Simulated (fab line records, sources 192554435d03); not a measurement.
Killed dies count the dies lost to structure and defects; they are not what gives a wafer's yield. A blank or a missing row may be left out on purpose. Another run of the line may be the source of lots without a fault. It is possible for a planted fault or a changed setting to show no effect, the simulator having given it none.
Chamber matching :: flow n5-finfet :: rie-diel-04 running N5_MOL_CONTACT_COAG_ETCH_67: 4 sister chambers
The step etches SOC in N2/H2, target depth 60 nm, overetch 21 nm, time 101.2 s. 16 wafers are shown with their chamber, then 8 later ones without.

EACH WAFER AND ITS CHAMBER
wafer: L074.2
chamber: 1
showerhead-plenum-p-Torr (Torr): 2.56
drypump-motor-current-A (A): 5.8
oes-product-au (a.u.): 0.68

wafer: L074.3
chamber: 3
showerhead-plenum-p-Torr (Torr): 2.64
drypump-motor-current-A (A): 5.6
oes-product-au (a.u.): 0.63

wafer: L074.5
chamber: 0
showerhead-plenum-p-Torr (Torr): 2.43
drypump-motor-current-A (A): 5.6
oes-product-au (a.u.): 0.59

wafer: L078.1
chamber: 1
showerhead-plenum-p-Torr (Torr): 2.56
drypump-motor-current-A (A): 5.8
oes-product-au (a.u.): 0.67

wafer: L078.2
chamber: 3
showerhead-plenum-p-Torr (Torr): 2.63
drypump-motor-current-A (A): 5.7
oes-product-au (a.u.): 0.61

wafer: L078.4
chamber: 3
showerhead-plenum-p-Torr (Torr): 2.63
drypump-motor-current-A (A): 5.6
oes-product-au (a.u.): 0.62

wafer: L079.1
chamber: 2
showerhead-plenum-p-Torr (Torr): 2.63
drypump-motor-current-A (A): 4.7
oes-product-au (a.u.): 0.79

wafer: L079.3
chamber: 3
showerhead-plenum-p-Torr (Torr): 2.63
drypump-motor-current-A (A): 5.6
oes-product-au (a.u.): 0.61

wafer: L079.6
chamber: 2
showerhead-plenum-p-Torr (Torr): 2.63
drypump-motor-current-A (A): 4.7
oes-product-au (a.u.): 0.79

wafer: L081.1
chamber: 1
showerhead-plenum-p-Torr (Torr): 2.56
drypump-motor-current-A (A): 5.8
oes-product-au (a.u.): 0.66

wafer: L081.4
chamber: 0
showerhead-plenum-p-Torr (Torr): 2.42
drypump-motor-current-A (A): 5.6
oes-product-au (a.u.): 0.59

wafer: L081.6
chamber: 1
showerhead-plenum-p-Torr (Torr): 2.56
drypump-motor-current-A (A): 5.8
oes-product-au (a.u.): 0.66

wafer: L083.2
chamber: 0
showerhead-plenum-p-Torr (Torr): 2.42
drypump-motor-current-A (A): 5.6
oes-product-au (a.u.): 0.59

wafer: L083.3
chamber: 3
showerhead-plenum-p-Torr (Torr): 2.63
drypump-motor-current-A (A): 5.7
oes-product-au (a.u.): 0.61

wafer: L083.4
chamber: 1
showerhead-plenum-p-Torr (Torr): 2.55
drypump-motor-current-A (A): 5.8
oes-product-au (a.u.): 0.65

wafer: L084.4
chamber: 2
showerhead-plenum-p-Torr (Torr): 2.63
drypump-motor-current-A (A): 4.8
oes-product-au (a.u.): 0.77

SIGNATURES (means of the wafers above)
reading: showerhead-plenum-p-Torr
chamber 0: 2.4233
chamber 1: 2.5580
chamber 2: 2.6300
chamber 3: 2.6320
scatter within a chamber: 0.00435

reading: drypump-motor-current-A
chamber 0: 5.600
chamber 1: 5.800
chamber 2: 4.733
chamber 3: 5.640
scatter within a chamber: 0.0394

reading: oes-product-au
chamber 0: 0.5900
chamber 1: 0.6640
chamber 2: 0.7833
chamber 3: 0.6160
scatter within a chamber: 0.0096
Rule: for a wafer and a chamber, the distance is found by dividing, reading by reading, the gap between the wafer's reading and the chamber's mean by the reading's scatter, squaring, summing and taking the root. If the next closest chamber is less than 2 further off than the closest, the wafer can't be placed; otherwise it belongs to the closest. The scatter: take each reading less its chamber's mean, square it, sum over the shown wafers, divide by the number of wafers less the number of chambers, and take the root.

WAFERS WITH NO CHAMBER GIVEN
wafer: L084.5
showerhead-plenum-p-Torr (Torr): 2.63
drypump-motor-current-A (A): 5.7
oes-product-au (a.u.): 0.61

wafer: L084.6
showerhead-plenum-p-Torr (Torr): 2.63
drypump-motor-current-A (A): 4.7
oes-product-au (a.u.): 0.77

wafer: L085.3
showerhead-plenum-p-Torr (Torr): 2.42
drypump-motor-current-A (A): 5.5
oes-product-au (a.u.): 0.58

wafer: L085.4
showerhead-plenum-p-Torr (Torr): 2.55
drypump-motor-current-A (A): 5.8
oes-product-au (a.u.): 0.66

wafer: L085.5
showerhead-plenum-p-Torr (Torr): 2.42
drypump-motor-current-A (A): 5.6
oes-product-au (a.u.): 0.58

wafer: L089.1
showerhead-plenum-p-Torr (Torr): 2.55
drypump-motor-current-A (A): 5.8
oes-product-au (a.u.): 0.66

wafer: L089.2
showerhead-plenum-p-Torr (Torr): 2.63
drypump-motor-current-A (A): 4.8
oes-product-au (a.u.): 0.76

wafer: L089.6
showerhead-plenum-p-Torr (Torr): 2.62
drypump-motor-current-A (A): 5.7
oes-product-au (a.u.): 0.60

THE CHAMBER EACH PASSED THROUGH
wafer: L084.5
from the rows above: 3
in truth: 3

wafer: L084.6
from the rows above: 2
in truth: 2

wafer: L085.3
from the rows above: 0
in truth: 0

wafer: L085.4
from the rows above: 1
in truth: 1

wafer: L085.5
from the rows above: 0
in truth: 0

wafer: L089.1
from the rows above: 1
in truth: 1

wafer: L089.2
from the rows above: 2
in truth: 2

wafer: L089.6
from the rows above: 3
in truth: 3
Correct placement for 8 of the 8. Can't be placed from these rows: 0. 0 placed wrongly.
